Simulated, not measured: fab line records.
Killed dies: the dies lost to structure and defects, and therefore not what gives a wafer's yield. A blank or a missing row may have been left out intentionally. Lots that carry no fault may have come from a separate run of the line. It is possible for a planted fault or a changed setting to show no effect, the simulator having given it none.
Chamber matching || flow nand_harc || cmp-04 running NHARC_P_M0_CMP_23: 4 sister chambers
The step polishes, t overpolish 20 s, target thk 117.53 nm. 4 wafers are shown with their chamber, then 6 later ones without.

WAFERS, EACH WITH ITS CHAMBER
{"wafer": "L452.2", "chamber": 2, "motor_current_A (A)": 15.2}
{"wafer": "L454.1", "chamber": 1, "motor_current_A (A)": 12.3}
{"wafer": "L454.2", "chamber": 3, "motor_current_A (A)": 10.8}
{"wafer": "L454.6", "chamber": 0, "motor_current_A (A)": 12.4}

WAFERS WITH NO CHAMBER GIVEN
{"wafer": "L453.1", "motor_current_A (A)": 13.1}
{"wafer": "L453.3", "motor_current_A (A)": 15.4}
{"wafer": "L453.6", "motor_current_A (A)": 12.2}
{"wafer": "L457.2", "motor_current_A (A)": 10.5}
{"wafer": "L457.3", "motor_current_A (A)": 11.6}
{"wafer": "L457.4", "motor_current_A (A)": 15.3}

THE CHAMBER EACH PASSED THROUGH
{"wafer": "L453.1", "from the rows above": "can't be placed: 0 or 1", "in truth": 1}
{"wafer": "L453.3", "from the rows above": 2, "in truth": 2}
{"wafer": "L453.6", "from the rows above": "can't be placed: 1 or 0", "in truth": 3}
{"wafer": "L457.2", "from the rows above": 3, "in truth": 3}
{"wafer": "L457.3", "from the rows above": "can't be placed: 1 or 3 or 0", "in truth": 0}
{"wafer": "L457.4", "from the rows above": 2, "in truth": 2}
Placed correctly: 3 of 6. These rows do not allow placing 3 (true chamber among the candidates in 2). 0 placed wrongly.
How it was worked out, from the rows above alone: a wafer's distance from a chamber is the root of the sum, over the readings, of the square of ((its reading less the chamber's mean) divided by the reading's scatter). The wafer belongs to the nearest chamber; if the next one is less than 2 further off, it can't be placed. A chamber's mean is the mean of its shown wafers. The scatter: with one shown wafer a chamber, the root of the mean of the squares of how far each hidden wafer lies from its nearest shown one.
